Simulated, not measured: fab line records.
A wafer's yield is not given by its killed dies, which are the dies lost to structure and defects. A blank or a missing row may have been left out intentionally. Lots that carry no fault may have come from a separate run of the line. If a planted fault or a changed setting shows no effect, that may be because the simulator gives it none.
The tool behind it: which one? | flow nand harc | 11 lots, 33 wafers sampled, at 5 steps of a route of 1159

WHAT EACH GAUGE READ, for each wafer
NHARC_END_SORT_01.
lot  | measured     | on        | killed at array
L636 | day 21 12:04 | prober-02 | 27 40 27
L641 | day 22 10:20 | prober-01 | 38 33 33
L645 | day 23 16:39 | prober-02 | 181 128 163
L644 | day 23 15:46 | prober-01 | 210 112 171

WHICH TOOL RAN EACH LOT (tool, then ch and the chambers of the sampled wafers, then the start)
lot  | NHARC_A_STAIRCASE_ETCH_190                    | NHARC_A_STAIRCASE_TRIM_191                    | NHARC_A_STAIRCASE_TRIM_193         | NHARC_A_STAIRCASE_TRIM_200
L628 | rie diel-13 ch 0,2, day 11 04:29 or earlier   | rie diel-13 ch 0,1,2, day 11 04:29 or earlier | rie diel-13 ch 0,2,3, day 11 04:29 | rie diel-13 ch 0,1, no start
L633 | rie diel-01 ch 0,3, day 12 11:47 or earlier   | rie diel-01 ch 0,2,3, day 12 11:47 or earlier | rie diel-01 ch 1,2,3, day 12 11:47 | rie diel-12 ch 0,1,2, no start
L636 | rie diel-01 ch 0,2,3, day 13 01:33 or earlier | rie diel-01 ch 0,3, day 13 01:33 or earlier   | rie diel-01 ch 0,1, day 13 01:33   | rie diel-13 ch 0,1,3, day 21 12:04 or earlier
L638 | rie diel-13 ch 1,2,3, day 13 08:05 or earlier | rie diel-13 ch 1,3, day 13 08:05 or earlier   | rie diel-13 ch 1,3, day 13 08:05   | rie diel-01 ch 1,3, no start
L635 | rie diel-13 ch 0,1,2, day 13 08:17 or earlier | rie diel-13 ch 1,3, day 13 08:17 or earlier   | rie diel-13 ch 0,1,2, day 13 08:17 | rie diel-13 ch 0,1,2, no start
L641 | rie diel-12 ch 0,1,3, day 14 09:15 or earlier | rie diel-12 ch 0,1,3, day 14 09:15 or earlier | rie diel-12 ch 0,1,3, day 14 09:15 | rie diel-12 ch 0,2,3, day 22 10:20 or earlier
L645 | rie diel-13 ch 0,1,2, day 15 05:11 or earlier | rie diel-13 ch 0,1,2, day 15 05:11 or earlier | rie diel-13 ch 0,1,3, day 15 05:11 | rie diel-12 ch 0,1,2, day 23 16:39 or earlier
L644 | rie diel-13 ch 0,1, day 15 05:38 or earlier   | rie diel-13 ch 0,1,2, day 15 05:38 or earlier | rie diel-13 ch 0,1,3, day 15 05:38 | rie diel-01 ch 0,3, day 23 15:46 or earlier
L647 | rie diel-01 ch 1,2,3, day 15 22:29 or earlier | rie diel-01 ch 0,1,2, day 15 22:29 or earlier | rie diel-01 ch 0,1,2, day 15 22:29 | rie diel-01 ch 0,2,3, no start
L651 | rie diel-01 ch 1,2,3, day 16 22:29 or earlier | rie diel-01 ch 0,1,2, day 16 22:29 or earlier | rie diel-01 ch 0,3, day 16 22:29   | rie diel-01 ch 2,3, no start
L650 | rie diel-01 ch 0,2,3, day 17 02:11 or earlier | rie diel-01 ch 0,1,2, day 17 02:11 or earlier | rie diel-01 ch 0,1,2, day 17 02:11 | rie diel-01 ch 0,1,2, no start
- NHARC_A_STAIRCASE_ETCH_190: etches the open film in C4F8/O2, target depth 100 nm, time 40.5 s.
- NHARC_A_STAIRCASE_TRIM_191: chemistry O2, time 211.2 s.
- NHARC_A_STAIRCASE_TRIM_193: chemistry O2, time 211.2 s.
- NHARC_A_STAIRCASE_TRIM_200: chemistry O2, time 211.2 s.

THE ANSWER, worked out from the rows above alone
Rule: what is usual is taken from the lots themselves. The widest of any qualifying gaps counts: lots, ordered by their means at a reading, are off when they make up no more than a third of the lots, leave a main group of 4 or more, and stand apart from it by 3 or more times the standard deviation of that group's means. The tables above print the reading to a certain number of digits; a main group whose means all agree to those digits is not used. Also off: a lot with no number at a reading for which 4 or more lots have one. All remaining lots with rows at the step are treated as sound.
None of the lots is off at any reading shown; this tells nothing.

WHAT HAD BEEN PUT IN BY THE SIMULATOR
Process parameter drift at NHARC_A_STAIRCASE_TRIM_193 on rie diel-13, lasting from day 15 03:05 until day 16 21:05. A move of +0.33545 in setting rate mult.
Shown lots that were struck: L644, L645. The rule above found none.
